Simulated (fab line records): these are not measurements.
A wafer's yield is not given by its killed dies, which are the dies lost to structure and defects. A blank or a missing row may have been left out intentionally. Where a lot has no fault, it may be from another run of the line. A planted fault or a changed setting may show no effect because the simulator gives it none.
Chamber matching :: flow nand_harc :: NHARC_A_CONTACT_DEP_29 on pecvd-02 has 3 sister chambers
The step deposits SiON, target thk 100 nm. 3 wafers are shown with their chamber, then 8 later ones without.

## WAFERS WITH THEIR CHAMBER
wafer: L088.3
chamber: 0
heater_power_w (W): 807

wafer: L088.6
chamber: 1
heater_power_w (W): 847

wafer: L091.2
chamber: 2
heater_power_w (W): 785

## WAFERS MISSING THEIR CHAMBER
wafer: L091.3
heater_power_w (W): 785

wafer: L091.6
heater_power_w (W): 784

wafer: L095.1
heater_power_w (W): 865

wafer: L095.4
heater_power_w (W): 824

wafer: L095.5
heater_power_w (W): 676

wafer: L097.1
heater_power_w (W): 771

wafer: L097.3
heater_power_w (W): 729

wafer: L097.4
heater_power_w (W): 769

## WHICH CHAMBER EACH ONE RAN IN
wafer: L091.3
from the rows above: can't be placed: 2 or 0 or 1
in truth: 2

wafer: L091.6
from the rows above: can't be placed: 2 or 0 or 1
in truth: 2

wafer: L095.1
from the rows above: can't be placed: 1 or 0 or 2
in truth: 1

wafer: L095.4
from the rows above: can't be placed: 0 or 1 or 2
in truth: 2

wafer: L095.5
from the rows above: can't be placed: 2 or 0 or 1
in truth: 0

wafer: L097.1
from the rows above: can't be placed: 2 or 0 or 1
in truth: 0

wafer: L097.3
from the rows above: can't be placed: 2 or 0 or 1
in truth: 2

wafer: L097.4
from the rows above: can't be placed: 2 or 0 or 1
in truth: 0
Correctly placed: 0 of 8. Can't be placed from these rows: 8 (the true chamber is among the candidates in 8). 0 placed wrongly.
How it was worked out, from the rows above alone: a wafer's distance from a chamber is the root of the sum, over the readings, of the square of ((its reading less the chamber's mean) divided by the reading's scatter). If the next closest chamber is less than 2 further off than the closest, the wafer can't be placed; otherwise it belongs to the closest. The mean given for a chamber averages the wafers shown for that chamber. The scatter (one wafer shown for each chamber): square how far every hidden wafer sits from the nearest shown wafer, average those squares and take the square root.
